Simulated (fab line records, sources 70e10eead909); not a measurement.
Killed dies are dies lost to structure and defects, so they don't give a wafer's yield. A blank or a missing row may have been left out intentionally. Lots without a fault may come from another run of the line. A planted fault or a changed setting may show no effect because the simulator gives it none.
Matching of chambers :: flow nand_harc :: NHARC_P_M0_PRE_CLEAN_31 on pecvd-03 has 3 sister chambers
The step time 12 s. 6 wafers are shown with their chamber, then 11 later ones without.

EACH WAFER AND ITS CHAMBER
wafer: L086.3
chamber: 0
heater_power_w (W): 638

wafer: L086.5
chamber: 1
heater_power_w (W): 733

wafer: L087.4
chamber: 0
heater_power_w (W): 748

wafer: L087.5
chamber: 2
heater_power_w (W): 724

wafer: L087.6
chamber: 1
heater_power_w (W): 671

wafer: L090.3
chamber: 2
heater_power_w (W): 739

WAFERS WITHOUT THEIR CHAMBER
wafer: L090.5
heater_power_w (W): 728

wafer: L090.6
heater_power_w (W): 720

wafer: L092.3
heater_power_w (W): 653

wafer: L092.4
heater_power_w (W): 675

wafer: L092.6
heater_power_w (W): 729

wafer: L094.4
heater_power_w (W): 736

wafer: L094.5
heater_power_w (W): 745

wafer: L094.6
heater_power_w (W): 710

wafer: L095.1
heater_power_w (W): 714

wafer: L095.5
heater_power_w (W): 636

wafer: L095.6
heater_power_w (W): 708

WHICH CHAMBER EACH ONE RAN IN
wafer: L090.5
from the rows above: can't be placed: 2 or 1 or 0
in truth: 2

wafer: L090.6
from the rows above: can't be placed: 2 or 1 or 0
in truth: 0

wafer: L092.3
from the rows above: can't be placed: 0 or 1 or 2
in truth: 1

wafer: L092.4
from the rows above: can't be placed: 0 or 1 or 2
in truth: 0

wafer: L092.6
from the rows above: can't be placed: 2 or 1 or 0
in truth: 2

wafer: L094.4
from the rows above: can't be placed: 2 or 1 or 0
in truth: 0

wafer: L094.5
from the rows above: can't be placed: 2 or 1 or 0
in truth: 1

wafer: L094.6
from the rows above: can't be placed: 1 or 0 or 2
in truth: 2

wafer: L095.1
from the rows above: can't be placed: 1 or 2 or 0
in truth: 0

wafer: L095.5
from the rows above: can't be placed: 0 or 1 or 2
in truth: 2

wafer: L095.6
from the rows above: can't be placed: 1 or 0 or 2
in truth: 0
Correct placement for 0 of the 11. These rows do not allow placing 11 (true chamber among the candidates in 11). Placed wrongly: 0.
How it was worked out, from the rows above alone: a wafer's distance from a chamber is the root of the sum, over the readings, of the square of ((its reading less the chamber's mean) divided by the reading's scatter). The wafer belongs to the nearest chamber; if the next one is less than 2 further off, it can't be placed. A chamber's mean is the mean of its shown wafers. The scatter is the square root of a quotient: the sum, over the shown wafers, of each reading's squared deviation from its chamber's mean, divided by wafers minus chambers.
